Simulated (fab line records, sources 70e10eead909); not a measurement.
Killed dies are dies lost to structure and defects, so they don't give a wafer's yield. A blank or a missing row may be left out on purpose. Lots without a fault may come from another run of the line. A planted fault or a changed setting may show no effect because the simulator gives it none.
fab line records | flow nand_harc
record lots=20 wafers=60 last_day=33
route steps=1302 shown A_CHANNEL_HOLE_D1@466 A_CHANNEL_FILL_D1@499 A_DECK1_JOINT@518 A_CHANNEL_HOLE_D2@593
lots that met no fault: from a run of the same line without faults
start_h: hours from the record's first day to the start of the lot's first wafer shown | wait_h: hours since the lot's step before | " the same as in the row above | L1.1+2: a row that stands for several wafers | - no value, or no start given | * or withheld: withheld | < > ~ a bound
route shown NAME@n: a module of which the file shows steps, and the number in the route of the first | usual: mean/standard deviation of fault-free wafers | same: alike in all rows | chamber/n: place in a boat | sites: the reading at each site | _std_site: their standard deviation | _edge_site: outer sites' mean less inner sites' | radius_mm: how far each site lies from the wafer's centre | mask NAME#n: copy n | behind: the tool/chamber that last shaped the wafer | hold: why the lot was held/for how many hours/how that ended | device: the transistor (n, p or np) that didn't switch | end of line: the same wafers' tests at the end of the route | a step without rows: its recipe alone | killed: dies lost to structure and defects at the first sort, not the wafer's yield | map: a wafer's dies, x killed, . not, _ none there
set.NAME: the setting as run; set.NAME@STEP: as run at that earlier step | model.NAME: the simulator's own value behind a step, which no gauge read
steps of the route over a sample of lots; a table a step, a row a wafer
services: from which hour (start_h, from the record's first day; less than 0 if before it) a tool's chamber was out of use, for how many hours, and why
## steps
# step NHARC_A_CHANNEL_HOLE_D1_ETCH_38
# recipe target_depth_a=390 over_etch_frac=0.3 time_s=65 ion_energy_ev=80 cf4_flow_sccm=150 ar_flow_sccm=0 rf_w=300 bias_w=100 chemistry=CF4
# usual chamber_pressure_mTorr=50.00/0.047 drypump_motor_current_A=5.7/0.41 oes_product_au=0.997/0.011 rf_vpp_V=151.0/1.3 showerhead_plenum_p_Torr=1.76/0.079 throttle_valve_pct=13.283/0.009
# columns lot.wafer tool chamber start_h wait_h chamber_pressure_mTorr drypump_motor_current_A oes_product_au rf_hours_counter_h rf_vpp_V showerhead_plenum_p_Torr throttle_valve_pct
L074.3 rie_diel-03 1 182.73 0.1 50.03 5.4 1.012 5 153.3 1.88 13.284
L074.2 " 2 " " 49.99 5.5 0.999 6 150.6 1.72 13.291
L074.5 " 1 " " 50.07 5.4 1.010 - 152.6 1.88 13.296
L075.2 rie_diel-10 1 191.30 0.1 50.06 6.1 0.999 38 149.7 1.74 13.288
L075.3 " 3 " " 49.96 6.2 1.016 37 151.7 1.81 13.266
L075.5 " 1 " " 50.09 6.1 1.008 - 150.6 1.74 13.279
L076.3 rie_diel-03 0 191.45 0.1 49.97 5.4 0.991 7 148.3 1.65 13.268
L076.6 " 0 " " 49.94 5.4 0.982 - 149.6 1.65 13.286
L076.5 " 1 " " 50.12 5.4 1.000 - 153.3 1.88 13.295
L078.3 rie_diel-10 2 218.74 0.1 50.02 5.5 1.003 50 149.0 1.67 13.258
L078.4 " 1 " " 50.01 6.1 1.005 48 150.4 1.74 13.300
L078.5 " 3 " " 49.95 6.1 1.023 - 151.8 1.81 13.286
L081.4 rie_diel-03 2 256.26 0.1 49.98 5.5 0.988 11 150.1 1.72 13.276
L081.2 " 3 " " 49.99 6.4 0.985 12 151.8 1.81 13.287
L081.6 " 2 " " 49.99 5.5 1.001 - 151.0 1.72 13.295
L082.4 rie_diel-03 2 256.69 0.1 49.97 5.5 0.999 12 151.1 1.72 13.281
L082.2 " 3 " " 49.99 6.4 0.986 12 151.9 1.81 13.281
L082.5 " 1 " " 49.98 5.4 1.002 - 152.7 1.88 13.287
L084.3 rie_diel-07 1 273.19 0.1 50.14 6.3 0.985 45 151.8 1.79 13.302
L084.4 " 2 " " 49.98 5.8 0.997 45 149.8 1.67 13.284
L084.6 " 1 " " 50.04 6.3 0.985 - 151.1 1.79 13.281
L083.2 rie_diel-07 1 275.19 0.1 50.00 6.3 0.987 46 152.3 1.79 13.285
L083.4 " 2 " " 49.94 5.8 0.978 45 149.4 1.67 13.281
L083.3 " 3 " " 49.92 6.0 1.009 43 150.7 1.75 13.298
L085.2 rie_diel-07 1 288.82 0.1 50.07 6.3 0.995 52 151.6 1.78 13.299
L085.3 " 2 " " 50.03 5.7 0.983 50 150.2 1.67 13.288
L085.5 " 0 " " 50.03 5.1 1.000 - 151.2 1.74 13.278
L086.4 rie_diel-03 1 296.84 0.1 50.04 5.4 1.001 0 151.9 1.88 13.292
L086.6 " 1 " " 49.99 5.4 0.998 - 153.1 1.88 13.289
L086.5 " 2 " " 49.90 5.5 1.007 - 150.6 1.72 13.286
L087.3 rie_diel-10 1 323.05 0.1 49.97 6.1 0.985 19 151.4 1.73 13.276
L087.4 " 0 " " 49.97 6.3 1.009 23 150.4 1.76 13.287
L087.6 " 2 " " 49.96 5.5 1.017 - 150.1 1.66 13.291
L089.3 rie_diel-03 1 325.94 0.1 50.02 5.4 0.997 2 152.4 1.88 13.283
L089.4 " 2 " " 50.03 5.5 1.008 2 150.6 1.72 13.280
L089.2 " 3 " " 49.99 6.5 0.973 3 152.6 1.81 13.271
L090.4 rie_diel-03 0 338.40 0.1 50.02 5.4 1.001 - 148.3 1.65 13.283
L090.6 " 1 " " 49.87 5.4 1.002 - 152.2 1.88 13.286
L090.5 " 2 " " 49.97 5.5 1.005 - 150.0 1.72 13.276
L091.4 rie_diel-03 0 351.01 0.1 49.98 5.4 1.008 5 149.1 1.65 13.269
L091.3 " 1 " " 50.00 5.4 0.995 5 152.6 1.88 13.291
L091.5 " 1 " " 50.02 5.4 0.988 - 152.4 1.88 13.285
L092.3 rie_diel-03 3 362.57 0.1 49.92 6.4 0.983 5 152.3 1.81 13.274
L092.4 " 1 " " 49.98 5.4 0.993 6 150.8 1.88 13.282
L092.5 " 3 " " 50.00 6.4 0.997 - 152.1 1.81 13.284
L093.1 rie_diel-03 2 364.92 0.1 50.03 5.5 1.002 7 150.4 1.72 13.285
L093.5 " 1 " " 50.04 5.4 0.995 - 153.3 1.87 13.276
L093.6 " 2 " " 49.97 5.5 0.999 - 150.3 1.72 13.280
L094.3 rie_diel-10 1 370.67 0.1 49.96 6.1 0.990 30 150.8 1.73 13.295
L094.1 " 0 " " 49.98 6.3 0.998 40 151.9 1.75 13.294
L094.6 " 2 " " 50.02 5.5 1.017 - 149.0 1.65 13.284
L095.1 rie_diel-03 3 391.64 0.1 50.01 6.4 0.997 8 151.7 1.81 13.285
L095.4 " 1 " " 49.92 5.4 0.999 9 152.6 1.87 13.303
L095.5 " 2 " " 50.01 5.5 1.019 - 149.6 1.72 13.263
L096.2 rie_diel-03 1 395.38 0.1 50.00 5.5 0.989 9 153.1 1.87 13.280
L096.4 " 0 " " 49.95 5.4 0.999 9 150.4 1.65 13.278
L096.5 " 2 " " 49.99 5.5 1.010 - 151.7 1.72 13.284
L097.1 rie_diel-10 1 407.79 0.1 49.97 6.1 0.986 42 150.5 1.72 13.285
L097.3 " 2 " " 49.96 5.5 1.013 54 149.7 1.65 13.284
L097.5 " 0 " " 50.01 6.3 1.004 - 150.8 1.75 13.283
# step NHARC_A_CHANNEL_HOLE_D1_ETCH_39
# recipe target_depth_a=2600 over_etch_frac=0.3 time_s=325 ion_energy_ev=200 n2_flow_sccm=150 h2_flow_sccm=150 ar_flow_sccm=0 rf_w=400 bias_w=150 chemistry=N2/H2
# usual chamber_pressure_mTorr=29.997/0.03 drypump_motor_current_A=5.8/0.43 oes_product_au=0.996/0.011 rf_vpp_V=430.0/2.9 showerhead_plenum_p_Torr=2.02/0.099 throttle_valve_pct=14.172/0.0093
# columns lot.wafer tool chamber start_h wait_h chamber_pressure_mTorr drypump_motor_current_A oes_product_au rf_hours_counter_h rf_vpp_V showerhead_plenum_p_Torr throttle_valve_pct
L074.2 rie_diel-03 1 - - 30.003 5.4 1.000 5 434.8 2.18 14.150
L074.3 " 3 " " 29.997 6.4 1.000 6 433.9 2.09 14.168
L074.5 " 1 " " 30.063 5.4 0.996 - 434.2 2.18 14.181
L075.3 rie_diel-10 3 - - 29.991 6.2 1.018 37 432.4 2.09 14.168
L075.2 " 0 " " 30.011 6.3 0.995 34 431.7 2.04 14.166
L075.5 " 3 " " 29.994 6.1 1.013 - 431.6 2.09 14.179
L076.3 rie_diel-03 3 - - 30.007 6.4 0.994 7 431.1 2.09 14.169
L076.5 " 2 " " 30.022 5.5 0.993 - 429.7 1.98 14.162
L076.6 " 3 " " 30.041 6.4 0.990 - 433.3 2.09 14.184
L078.4 rie_diel-10 3 - - 30.015 6.2 1.029 45 431.8 2.09 14.188
L078.3 " 2 " " 30.043 5.5 1.018 50 428.0 1.91 14.172
L078.5 " 3 " " 30.005 6.1 1.025 - 432.5 2.09 14.188
L081.2 rie_diel-03 0 - - 29.969 5.4 0.985 13 427.1 1.89 14.163
L081.4 " 2 " " 30.015 5.6 0.994 12 428.5 1.98 14.189
L081.6 " 1 " " 30.000 5.4 0.992 - 435.1 2.18 14.190
L082.2 rie_diel-03 0 - - 29.995 5.4 0.986 13 426.4 1.89 14.165
L082.4 " 1 " " 30.014 5.5 0.980 12 435.7 2.18 14.168
L082.5 " 0 " " 29.982 5.4 0.989 - 426.1 1.89 14.184
L084.4 rie_diel-07 3 - - 30.008 6.0 1.016 43 429.8 2.02 14.163
L084.3 " 1 " " 29.939 6.3 0.991 45 430.8 2.06 14.167
L084.6 " 0 " " 29.989 5.1 0.989 - 430.0 2.01 14.189
L083.3 rie_diel-07 2 - - 29.953 5.7 0.987 45 426.3 1.92 14.162
L083.4 " 3 " " 29.963 6.0 1.010 43 430.5 2.02 14.174
L083.2 " 0 " " 29.891 5.1 0.991 47 428.0 2.01 14.160
L085.2 rie_diel-07 0 - - 29.952 5.1 0.987 53 431.0 2.00 14.176
L085.3 " 3 " " 30.007 6.0 1.013 48 429.2 2.02 14.171
L085.5 " 1 " " 30.017 6.3 0.996 - 431.5 2.06 14.167
L086.4 rie_diel-03 0 - - 30.008 5.4 0.984 0 424.6 1.89 14.189
L086.5 " 1 " " 30.036 5.4 0.985 - 434.6 2.18 14.170
L086.6 " 2 " " 30.010 5.6 0.987 - 429.3 1.97 14.184
L087.3 rie_diel-10 1 - - 30.064 6.1 0.979 19 429.4 1.99 14.164
L087.4 " 3 " " 30.009 6.1 1.005 23 431.1 2.08 14.180
L087.6 " 0 " " 29.993 6.3 1.007 - 429.7 2.02 14.172
L089.2 rie_diel-03 0 - - 29.981 5.4 0.993 3 426.2 1.89 14.160
L089.3 " 1 " " 30.003 5.5 0.992 2 434.8 2.18 14.173
L089.4 " 2 " " 29.965 5.5 0.998 2 428.7 1.97 14.183
L090.4 rie_diel-03 2 - - 30.011 5.5 1.005 - 428.0 1.97 14.172
L090.6 " 0 " " 30.008 5.4 1.001 - 426.7 1.89 14.181
L090.5 " 1 " " 29.968 5.4 0.995 - 434.5 2.18 14.179
L091.3 rie_diel-03 1 - - 29.993 5.5 0.992 5 434.1 2.18 14.184
L091.4 " 2 " " 29.993 5.6 0.999 5 428.5 1.97 14.186
L091.5 " 1 " " 30.016 5.5 0.995 - 434.5 2.18 14.179
L092.4 rie_diel-03 3 - - 30.007 6.5 0.998 5 432.1 2.09 14.172
L092.3 " 2 " " 29.980 5.6 1.007 6 429.8 1.97 14.175
L092.5 " 3 " " 30.048 6.4 0.977 - 431.2 2.09 14.168
L093.1 rie_diel-03 2 - - 29.973 5.5 0.999 7 427.8 1.97 14.173
L093.6 " 0 " " 30.010 5.4 1.008 - 425.6 1.89 14.170
L093.5 " 1 " " 30.008 5.5 0.993 - 433.9 2.18 14.169
L094.1 rie_diel-10 1 - - 29.988 6.1 0.980 30 427.6 1.99 14.171
L094.3 " 2 " " 30.032 5.5 1.009 39 427.8 1.89 14.186
L094.6 " 0 " " 30.013 6.3 1.007 - 429.8 2.02 14.186
L095.4 rie_diel-03 3 - - 29.976 6.4 0.992 8 433.1 2.09 14.177
L095.1 " 1 " " 30.006 5.5 0.985 9 433.7 2.17 14.172
L095.5 " 3 " " 30.009 6.4 0.983 - 432.1 2.09 14.174
L096.4 rie_diel-03 0 - - 30.007 5.4 1.000 9 425.9 1.89 14.174
L096.2 " 1 " " 29.971 5.4 0.986 9 434.5 2.17 14.157
L096.5 " 0 " " 29.972 5.4 1.000 - 426.9 1.89 14.181
L097.3 rie_diel-10 0 - - 30.000 6.3 1.009 51 429.2 2.01 14.172
L097.1 " 1 " " 29.970 6.1 0.993 42 429.7 1.98 14.176
L097.5 " 3 " " 29.977 6.2 1.002 - 431.9 2.07 14.165
# step NHARC_A_CHANNEL_FILL_D1_ETCHBACK_19
# recipe target_depth_a=50 time_s=1.7 hbr_flow_sccm=150 cl2_flow_sccm=50 rf_w=400 icp_w=400 bias_w=100 chemistry=HBr/Cl2
# usual chamber_pressure_mTorr=14.999/0.013 drypump_motor_current_A=5.6/0.4 oes_product_au=1.000/0.012 throttle_valve_pct=26.405/0.0081
# columns lot.wafer tool chamber start_h wait_h chamber_pressure_mTorr drypump_motor_current_A oes_product_au rf_hours_counter_h throttle_valve_pct
L074.3 rie_si-03 1 213.95 0.4 15.022 5.8 1.011 1.0 26.401
L074.2 " 2 " " 14.979 5.5 1.001 0.8 26.410
L074.5 " 2 " " 14.990 5.4 0.998 - 26.393
L076.3 rie_si-05 1 224.17 0.4 15.012 5.6 1.007 0.7 26.405
L076.5 " 1 " " 14.997 5.6 0.998 - 26.399
L076.6 " 2 " " 15.005 5.6 0.984 - 26.409
L075.3 rie_si-02 0 224.17 0.4 14.977 5.2 1.009 0.5 26.408
L075.2 " 3 " " 14.988 6.3 0.988 0.8 26.405
L075.5 " 1 " " 14.995 5.5 0.994 - 26.397
L078.3 rie_si-02 1 253.82 0.4 15.011 5.4 0.990 1.0 26.413
L078.4 " 0 " " 15.001 5.3 1.001 0.6 26.410
L078.5 " 2 " " 14.987 5.1 0.972 - 26.417
L081.2 rie_si-03 1 289.73 0.4 15.004 5.7 1.009 0.5 26.422
L081.4 " 2 " " 14.989 5.5 1.015 0.5 26.411
L081.6 " 1 " " 15.023 5.8 1.004 - 26.396
L082.4 rie_si-02 2 289.74 0.4 15.027 5.1 0.980 0 26.416
L082.2 " 3 " " 15.002 6.2 0.991 0 26.404
L082.5 " 1 " " 15.022 5.5 0.985 - 26.407
L083.4 rie_si-03 3 305.34 0.4 15.003 6.3 1.017 0.5 26.395
L083.3 " 0 " " 14.991 5.0 1.007 0.5 26.402
L083.2 " 1 " " 14.996 5.7 1.006 0.5 26.409
L084.4 rie_si-02 1 305.35 0.4 14.998 5.5 0.987 0.1 26.390
L084.3 " 2 " " 15.009 5.1 0.986 0.1 26.401
L084.6 " 1 " " 14.997 5.5 0.974 - 26.409
L085.3 rie_si-03 0 322.76 0.4 15.007 5.0 1.005 0.6 26.403
L085.2 " 2 " " 15.000 5.5 1.027 0.7 26.408
L085.5 " 2 " " 15.000 5.5 1.015 - 26.405
L086.4 rie_si-05 2 332.11 0.4 15.002 5.5 0.994 0.1 26.412
L086.6 " 2 " " 14.992 5.6 0.998 - 26.404
L086.5 " 3 " " 14.997 5.7 0.987 - 26.406
L087.4 rie_si-05 0 354.34 0.4 14.969 6.4 0.995 0.1 26.408
L087.3 " 1 " " 14.987 5.6 0.996 0.1 26.418
L087.6 " 2 " " 14.989 5.5 1.002 - 26.399
L089.3 rie_si-02 1 358.38 0.4 15.009 5.5 0.981 0.4 26.410
L089.4 " 2 " " 15.014 5.1 0.986 0.5 26.418
L089.2 " 3 " " 15.001 6.2 1.012 0.5 26.412
L090.4 rie_si-03 1 369.60 0.4 15.001 5.8 1.019 0.9 26.417
L090.5 " 1 " " 14.985 5.8 1.012 - 26.409
L090.6 " 2 " " 14.973 5.4 1.011 - 26.410
L091.3 rie_si-05 3 385.26 0.4 15.014 5.7 1.000 0.5 26.403
L091.4 " 1 " " 15.008 5.6 1.007 0.3 26.410
L091.5 " 3 " " 15.013 5.7 1.009 - 26.400
L092.3 rie_si-03 0 396.72 0.4 14.973 5.0 1.011 1.0 26.400
L092.4 " 1 " " 14.973 5.8 1.014 1.0 26.391
L092.5 " 1 " " 15.023 5.8 1.012 - 26.407
L093.1 rie_si-02 0 396.76 0.4 15.017 5.2 0.997 0.7 26.395
L093.5 " 1 " " 14.979 5.5 0.991 - 26.387
L093.6 " 2 " " 14.993 5.1 0.988 - 26.409
L094.1 rie_si-02 1 403.97 0.4 14.986 5.5 0.997 0.8 26.418
L094.3 " 3 " " 14.988 6.2 1.002 0.9 26.403
L094.6 " 0 " " 15.006 5.2 0.996 - 26.422
L095.1 rie_si-02 2 425.15 0.4 14.996 5.1 0.997 0.9 26.399
L095.4 " 3 " " 15.019 6.3 1.007 1.0 26.404
L095.5 " 1 " " 14.989 5.5 0.995 - 26.400
L096.4 rie_si-05 1 431.00 0.4 15.004 5.6 1.011 0.5 26.414
L096.2 " 2 " " 14.992 5.6 1.013 0.7 26.402
L096.5 " 0 " " 15.012 6.4 1.011 - 26.411
L097.3 rie_si-03 2 440.29 0.4 15.015 5.4 1.017 0.2 26.402
L097.1 " 3 " " 15.008 6.3 0.994 0.2 26.400
L097.5 " 1 " " 14.988 5.8 1.012 - 26.405
# step NHARC_A_DECK1_JOINT_ETCHBACK_07
# recipe target_depth_a=1050 time_s=26.9 hbr_flow_sccm=150 rf_w=350 icp_w=350 bias_w=60 chemistry=HBr
# usual chamber_pressure_mTorr=15.001/0.012 drypump_motor_current_A=5.5/0.37 oes_product_au=1.003/0.0095 throttle_valve_pct=23.267/0.0086
# columns lot.wafer tool chamber start_h wait_h chamber_pressure_mTorr drypump_motor_current_A oes_product_au rf_hours_counter_h throttle_valve_pct
L074.3 rie_si-01 3 237.91 0.1 15.001 5.6 1.011 0.32 23.263
L074.2 " 0 " " 15.003 5.6 0.999 0.33 23.276
L074.5 " 2 " " 14.981 6.0 1.007 - 23.266
L075.3 rie_si-01 0 248.73 0.1 14.991 5.7 0.989 0.35 23.264
L075.2 " 1 " " 15.005 5.8 0.985 0.30 23.263
L075.5 " 3 " " 14.995 5.5 1.004 - 23.262
L076.3 rie_si-04 0 248.74 0.1 14.986 5.7 1.002 0.48 23.279
L076.5 " 1 " " 15.006 5.4 1.023 - 23.258
L076.6 " 2 " " 15.010 5.0 1.012 - 23.270
L078.3 rie_si-01 0 280.49 0.1 15.007 5.6 0.984 0.49 23.284
L078.4 " 2 " " 15.007 6.0 1.001 0.48 23.255
L078.5 " 0 " " 14.991 5.6 0.987 - 23.269
L082.2 rie_si-04 1 313.61 0.1 15.004 5.4 1.024 0.99 23.276
L082.4 " 1 " " 14.974 5.4 1.026 - 23.276
L082.5 " 2 " " 14.995 5.0 1.004 - 23.260
L081.2 rie_si-06 0 313.61 0.1 15.007 5.2 1.016 0.31 23.274
L081.4 " 1 " " 15.019 4.9 1.006 0.36 23.277
L081.6 " 3 " " 14.997 5.7 1.010 - 23.260
L083.4 rie_si-06 0 332.69 0.1 15.007 5.2 1.002 0.38 23.270
L083.2 " 1 " " 15.023 4.9 0.996 0.42 23.260
L083.3 " 2 " " 15.006 6.1 1.003 0.40 23.264
L084.4 rie_si-01 2 332.71 0.1 15.011 6.0 1.002 0.90 23.259
L084.3 " 3 " " 15.005 5.6 1.001 0.86 23.277
L084.6 " 1 " " 14.989 5.8 1.005 - 23.259
L085.3 rie_si-06 0 346.55 0.1 15.018 5.1 1.013 0.50 23.272
L085.2 " 2 " " 14.993 6.1 1.007 0.57 23.278
L085.5 " 0 " " 14.994 5.2 1.011 - 23.268
L086.4 rie_si-06 0 356.07 0.1 14.990 5.2 0.991 0.55 23.268
L086.6 " 1 " " 14.997 5.0 0.996 - 23.264
L086.5 " 2 " " 15.006 6.1 1.001 - 23.267
L087.3 rie_si-04 0 378.44 0.1 15.003 5.7 1.004 0.23 23.271
L087.4 " 2 " " 15.005 5.0 1.008 0.20 23.284
L087.6 " 3 " " 14.976 5.2 0.999 - 23.258
L089.4 rie_si-06 3 382.24 0.1 14.998 5.7 1.011 0.68 23.265
L089.3 " 0 " " 15.007 5.1 1.008 0.66 23.265
L089.2 " 1 " " 15.026 5.0 1.006 0.70 23.271
L090.4 rie_si-06 3 396.42 0.1 14.976 5.7 0.998 0.78 23.260
L090.5 " 0 " " 15.020 5.1 1.011 - 23.264
L090.6 " 1 " " 14.987 4.9 1.000 - 23.276
L091.3 rie_si-01 2 409.19 0.1 15.007 6.0 0.997 0.15 23.281
L091.4 " 0 " " 14.994 5.7 1.008 0.14 23.275
L091.5 " 2 " " 14.995 6.0 0.993 - 23.259
L092.3 rie_si-04 3 420.62 0.1 14.995 5.2 0.984 0.65 23.274
L092.4 " 2 " " 15.018 5.0 1.017 0.57 23.273
L092.5 " 0 " " 15.008 5.7 1.005 - 23.274
L093.1 rie_si-01 2 420.64 0.1 15.027 6.0 0.999 0.21 23.261
L093.6 " 1 " " 14.992 5.8 1.009 - 23.275
L093.5 " 2 " " 15.001 6.0 1.000 - 23.270
L094.1 rie_si-01 3 428.23 0.1 14.999 5.6 1.011 0.21 23.268
L094.3 " 1 " " 14.992 5.8 1.006 0.31 23.271
L094.6 " 3 " " 15.005 5.6 1.000 - 23.275
L095.4 rie_si-01 2 450.02 0.1 15.013 6.0 0.998 0.42 23.271
L095.1 " 1 " " 14.997 5.8 0.994 0.42 23.282
L095.5 " 3 " " 15.010 5.6 1.006 - 23.252
L096.2 rie_si-04 2 454.87 0.1 14.997 5.0 1.002 0.75 23.262
L096.4 " 0 " " 14.998 5.7 1.022 0.79 23.253
L096.5 " 3 " " 14.998 5.2 0.998 - 23.261
L097.1 rie_si-04 1 465.41 0.1 15.003 5.4 1.023 0.78 23.275
L097.3 " 2 " " 14.995 5.0 1.011 0.81 23.268
L097.5 " 1 " " 14.989 5.4 1.020 - 23.261
# step NHARC_A_DECK1_JOINT_CMP_02
# recipe material=SiOx
# usual motor_current_A=11.8/0.89 slurry_flow_ml_min=150.0/0.49
# columns lot.wafer tool chamber start_h wait_h motor_current_A slurry_flow_ml_min
L074.2 cmp-02 1 273.15 0.4 12.9 150.3
L074.3 " 3 " " 11.1 149.9
L074.5 " 0 " " 13.4 149.8
L075.3 cmp-03 0 281.45 0.4 11.2 149.2
L075.2 " 1 " " 10.9 150.2
L075.5 " 0 " " 12.6 149.2
L076.3 cmp-02 0 281.50 0.4 13.6 149.8
L076.6 " 2 " " 10.7 150.4
L076.5 " 3 " " 11.8 150.3
L078.4 cmp-03 3 313.31 0.4 11.8 149.6
L078.3 " 1 " " 10.4 150.1
L078.5 " 3 " " 11.9 149.7
L081.2 cmp-03 3 349.70 0.4 11.7 150.4
L081.4 " 0 " " 11.6 150.4
L081.6 " 2 " " 11.2 149.9
L082.2 cmp-02 1 349.70 0.4 12.0 149.4
L082.4 " 2 " " 10.7 149.6
L082.5 " 3 " " 12.0 149.3
L083.4 cmp-03 3 366.57 0.4 11.2 150.0
L083.2 " 1 " " 10.7 149.9
L083.3 " 2 " " 12.0 150.2
L084.3 cmp-02 3 366.62 0.4 11.4 148.7
L084.4 " 0 " " 13.5 149.2
L084.6 " 2 " " 11.4 149.3
L085.2 cmp-02 0 381.82 0.4 13.7 150.7
L085.3 " 1 " " 12.2 150.7
L085.5 " 2 " " 10.8 149.7
L086.4 cmp-03 2 390.75 0.4 11.3 150.2
L086.6 " 1 " " 10.5 150.8
L086.5 " 2 " " 11.8 150.4
L087.3 cmp-02 1 412.06 0.4 12.6 149.8
L087.4 " 2 " " 11.1 149.3
L087.6 " 3 " " 11.7 150.5
L089.4 cmp-02 1 417.82 0.4 12.9 149.9
L089.3 " 2 " " 11.1 149.8
L089.2 " 3 " " 11.7 150.0
L090.4 cmp-03 2 435.51 0.4 11.3 150.7
L090.5 " 3 " " 11.4 151.2
L090.6 " 0 " " 11.3 150.1
L091.4 cmp-01 0 441.44 0.4 11.2 150.0
L091.3 " 2 " " 11.3 149.5
L091.5 " 3 " " 12.1 149.6
L093.1 cmp-02 3 455.63 0.4 11.3 149.7
L093.5 " 3 " " 11.7 150.6
L093.6 " 0 " " 14.0 150.0
L092.4 cmp-01 1 455.68 0.4 10.9 151.0
L092.3 " 2 " " 11.0 149.5
L092.5 " 0 " " 12.0 150.3
L094.3 cmp-03 1 465.62 0.4 10.6 149.7
L094.1 " 3 " " 11.7 150.3
L094.6 " 0 " " 12.5 150.1
L095.1 cmp-03 1 485.35 0.4 10.4 150.0
L095.4 " 2 " " 11.9 150.2
L095.5 " 0 " " 11.5 149.5
L096.4 cmp-01 3 492.44 0.4 11.8 150.2
L096.2 " 0 " " 11.9 148.6
L096.5 " 0 " " 11.9 149.5
L097.1 cmp-02 3 498.86 0.4 11.5 149.8
L097.3 " 1 " " 11.8 150.3
L097.5 " 2 " " 10.3 150.2
# step NHARC_A_CHANNEL_HOLE_D2_ETCH_21
# recipe bias_v=3000 source_w=withheld pressure_mtorr=20 time_s=514.3 ar_flow_sccm=375 c4f8_flow_sccm=89.3 o2_flow_sccm=35.7 temp_c=-20 target_depth_a=16000 chemistry=C4F8/O2/Ar
# usual chamber_pressure_mTorr=19.998/0.019 drypump_motor_current_A=5.79/0.13 showerhead_plenum_p_Torr=3.67/0.15 throttle_valve_pct=32.155/0.0099
# columns lot.wafer tool chamber start_h wait_h chamber_pressure_mTorr drypump_motor_current_A rf_hours_counter_h showerhead_plenum_p_Torr throttle_valve_pct
L074.2 har_etch-01 0 294.88 0.3 19.973 5.95 150 3.58 32.146
L074.3 " 0 " " 19.993 5.95 - 3.58 32.159
L074.5 " 1 " " 19.993 5.84 - 3.70 32.163
L076.3 har_etch-02 0 302.74 0.3 19.993 5.67 - 3.48 32.157
L076.6 " 1 " " 20.000 5.64 - 3.62 32.149
L076.5 " 0 " " 19.990 5.64 - 3.48 32.151
L075.2 har_etch-01 0 304.60 0.3 19.982 5.95 157 3.57 32.149
L075.3 " 1 " " 20.046 5.85 - 3.70 32.159
L075.5 " 1 " " 19.996 5.82 - 3.70 32.152
L078.4 har_etch-02 0 336.85 0.3 19.998 5.67 - 3.47 32.153
L078.3 " 1 " " 19.970 5.62 - 3.61 32.153
L078.5 " 0 " " 20.023 5.68 - 3.47 32.143
L082.2 har_etch-02 0 370.38 0.3 19.988 5.64 409 3.46 32.140
L082.4 " 1 " " 19.986 5.65 - 3.60 32.162
L082.5 " 0 " " 20.006 5.67 - 3.46 32.151
L081.2 har_etch-01 1 370.80 0.3 19.988 5.82 195 3.68 32.155
L081.4 " 0 " " 19.979 5.96 - 3.55 32.160
L081.6 " 0 " " 19.967 5.95 - 3.55 32.151
L084.3 har_etch-01 1 384.90 0.3 20.001 5.87 - 3.67 32.157
L084.4 " 0 " " 19.999 5.98 - 3.55 32.143
L084.6 " 1 " " 20.008 5.84 - 3.67 32.159
L083.2 har_etch-01 1 389.00 0.3 19.974 5.84 207 3.67 32.148
L083.4 " 0 " " 19.999 5.95 - 3.55 32.159
L083.3 " 1 " " 19.997 5.83 - 3.67 32.150
L085.2 har_etch-01 1 400.83 0.3 20.011 5.82 218 3.67 32.164
L085.3 " 1 " " 19.991 5.81 - 3.67 32.161
L085.5 " 1 " " 19.966 5.83 - 3.67 32.141
L086.4 har_etch-02 1 409.16 0.3 19.987 5.62 - 3.93 32.135
L086.5 " 1 " " 19.983 5.62 - 3.93 32.159
L086.6 " 0 " " 20.039 5.65 - 3.93 32.157
L087.3 har_etch-01 1 436.51 0.3 19.982 5.84 - 3.66 32.161
L087.4 " 0 " " 20.007 5.94 - 3.53 32.153
L087.6 " 0 " " 19.964 5.94 - 3.53 32.178
L089.2 har_etch-01 0 440.54 0.3 20.012 5.94 237 3.53 32.158
L089.4 " 0 " " 19.960 5.95 - 3.53 32.147
L089.3 " 1 " " 19.988 5.83 - 3.66 32.164
L090.4 har_etch-01 1 458.46 0.3 20.024 5.83 - 3.65 32.149
L090.6 " 1 " " 19.969 5.87 - 3.65 32.170
L090.5 " 0 " " 20.021 5.95 - 3.52 32.146
L091.3 har_etch-02 1 461.46 0.3 19.987 5.62 - 3.91 32.139
L091.4 " 0 " " 20.006 5.66 - 3.91 32.154
L091.5 " 1 " " 20.003 5.65 - 3.91 32.170
L092.3 har_etch-02 1 477.27 0.3 20.004 5.65 - 3.91 32.143
L092.4 " 0 " " 20.030 5.69 - 3.91 32.160
L092.5 " 1 " " 19.985 5.64 - 3.91 32.157
L093.1 har_etch-01 1 477.82 0.3 19.991 5.83 260 3.64 32.146
L093.5 " 0 " " 19.995 5.96 - 3.52 32.148
L093.6 " 1 " " 19.988 5.83 - 3.64 32.139
L094.1 har_etch-02 1 486.19 0.3 19.994 5.63 54 3.90 32.163
L094.3 " 1 " " 19.997 5.63 - 3.90 32.164
L094.6 " 1 " " 20.019 5.62 - 3.90 32.142
L095.1 har_etch-02 0 503.77 0.3 20.004 5.66 62 3.90 32.157
L095.4 " 1 " " 20.029 5.63 - 3.90 32.165
L095.5 " 1 " " 20.002 5.62 - 3.90 32.142
L096.2 har_etch-01 1 511.71 0.3 20.010 5.83 279 3.63 32.160
L096.4 " 1 " " 19.992 5.83 - 3.63 32.157
L096.5 " 1 " " 20.012 5.82 - 3.63 32.158
L097.1 har_etch-01 1 519.44 0.3 20.007 5.85 283 3.63 32.161
L097.3 " 0 " " 19.975 5.94 - 3.50 32.158
L097.5 " 1 " " 19.996 5.84 - 3.63 32.172
## services
# columns tool chamber start_h hours kind
rie_si-02 3 158.91 5.0 repair
cmp-03 - 160.10 0.6 repair
cmp-03 - 162.00 4.0 pm
cmp-03 - 181.87 18.9 repair
rie_diel-10 - 186.86 0.5 repair
rie_si-01 - 193.00 9.0 pm
cmp-02 - 196.02 0.3 repair
cmp-02 - 234.72 4.0 pm
rie_diel-10 - 248.53 9.0 pm
rie_si-01 1 253.05 6.5 repair
cmp-03 - 254.42 0.3 repair
cmp-03 - 260.11 4.0 pm
cmp-02 - 266.64 2.0 repair
rie_diel-03 - 281.44 9.0 pm
rie_diel-03 - 303.67 5.1 repair
rie_diel-03 3 327.46 13.9 repair
cmp-02 - 332.72 4.0 pm
rie_diel-10 1 355.09 12.8 repair
cmp-02 - 357.74 0.5 repair
rie_diel-10 - 425.53 9.0 pm
cmp-02 - 430.72 4.0 pm
rie_diel-10 2 450.87 4.9 repair
rie_diel-03 - 458.54 9.0 pm
cmp-02 - 504.90 2.7 repair
## key
fault none
